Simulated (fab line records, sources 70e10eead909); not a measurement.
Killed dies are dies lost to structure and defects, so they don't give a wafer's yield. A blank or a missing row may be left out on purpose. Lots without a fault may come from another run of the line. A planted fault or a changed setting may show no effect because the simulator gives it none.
One fault seen from 2 desks | flow nand_harc | each desk has only its own numbers; what lay behind them comes last

THE TOOL OWNER'S DESK: arfi_scanner-02
The tool's own readings at NHARC_A_M0_EXPOSE_06 (exposes mask A M0, target cd 80 nm): means of the sampled wafers that have a number, for each lot that ran on this tool. A lot is out of limits, marked OUT, if its mean lies more than 4 standard deviations from the usual mean; the brackets give that distance.
Columns: A = exposure_dose_mJ_cm2 at NHARC_A_M0_EXPOSE_06, usual 83.04; B = focus_offset_nm at NHARC_A_M0_EXPOSE_06, usual -0.2 nm
lot  | first seen here | A     | B
L514 | day 30 04:19    | 83.05 | -0.1
L515 | day 30 18:48    | 83.01 | 0.3
This desk's finding: nothing out of limits on any of the 2 lots.

THE DEFECT DESK
What the inspections along the route counted, lot by lot: means of the sampled wafers that have a number. A lot is out of limits, marked OUT, if its mean lies more than 4 standard deviations from the usual mean; the brackets give that distance.
Columns: A = raw_defect_count at NHARC_A_BLC_INSPECT_28, usual 491
lot  | first seen here | A
L496 | day 22 07:24    | 749
L510 | day 28 05:50    | 476
L514 | day 30 03:33    | 396
L515 | day 30 18:10    | 534
L517 | day 31 06:08    | 527
This desk's finding: nothing out of limits on any of the 5 lots.

PUT TOGETHER
The tool owner's desk saw nothing out of limits.
The defect desk saw nothing out of limits.

WHAT THE SIMULATOR HAD PUT IN
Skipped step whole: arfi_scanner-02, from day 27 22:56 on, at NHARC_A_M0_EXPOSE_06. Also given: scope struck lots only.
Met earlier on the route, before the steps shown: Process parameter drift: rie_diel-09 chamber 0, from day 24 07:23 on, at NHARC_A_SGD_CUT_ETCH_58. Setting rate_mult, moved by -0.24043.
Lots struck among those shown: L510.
